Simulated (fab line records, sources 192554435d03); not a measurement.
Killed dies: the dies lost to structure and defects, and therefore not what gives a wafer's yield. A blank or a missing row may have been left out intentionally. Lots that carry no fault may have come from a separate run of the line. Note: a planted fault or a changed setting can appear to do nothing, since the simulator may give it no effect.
Chamber matching | flow n5-finfet | N5_GATE_CUT_STRIP_42 on rie-diel-06: 4 sister chambers
The step strips in O2. 8 wafers are shown with their chamber, then 8 later ones without.

WAFERS, EACH WITH ITS CHAMBER
wafer  | chamber | drypump-motor-current-A (A) | showerhead-plenum-p-Torr (Torr)
L717.5 | 1       | 6.1                         | 2.15
L719.2 | 0       | 6.0                         | 2.08
L721.3 | 3       | 5.8                         | 2.22
L721.5 | 2       | 5.2                         | 2.15
L722.1 | 0       | 6.0                         | 2.07
L722.2 | 1       | 6.2                         | 2.15
L722.6 | 3       | 5.8                         | 2.22
L725.1 | 2       | 5.2                         | 2.14

WAFERS MISSING THEIR CHAMBER
wafer  | drypump-motor-current-A (A) | showerhead-plenum-p-Torr (Torr)
L725.3 | 6.2                         | 2.15
L725.6 | 6.2                         | 2.15
L736.2 | 5.2                         | 2.14
L736.4 | 5.8                         | 2.21
L736.6 | 5.9                         | 2.21
L739.1 | 6.2                         | 2.14
L739.2 | 5.2                         | 2.14
L739.6 | 5.2                         | 2.14

THE CHAMBER EACH PASSED THROUGH
wafer  | from the rows above | in truth
L725.3 | 1                   | 1
L725.6 | 1                   | 1
L736.2 | 2                   | 2
L736.4 | 3                   | 3
L736.6 | 3                   | 3
L739.1 | 1                   | 1
L739.2 | 2                   | 2
L739.6 | 2                   | 2
8 of 8 placed correctly. Can't be placed from these rows: 0. Placed wrongly: 0.
How it was worked out, from the rows above alone: a wafer's distance from a chamber is the root of the sum, over the readings, of the square of ((its reading less the chamber's mean) divided by the reading's scatter). If the next closest chamber is less than 2 further off than the closest, the wafer can't be placed; otherwise it belongs to the closest. Each chamber's mean is taken over the wafers shown for it. How the scatter is found: for the shown wafers, subtract from each reading the mean of its chamber, square and add these, divide the total by (wafers less chambers), then take the root.
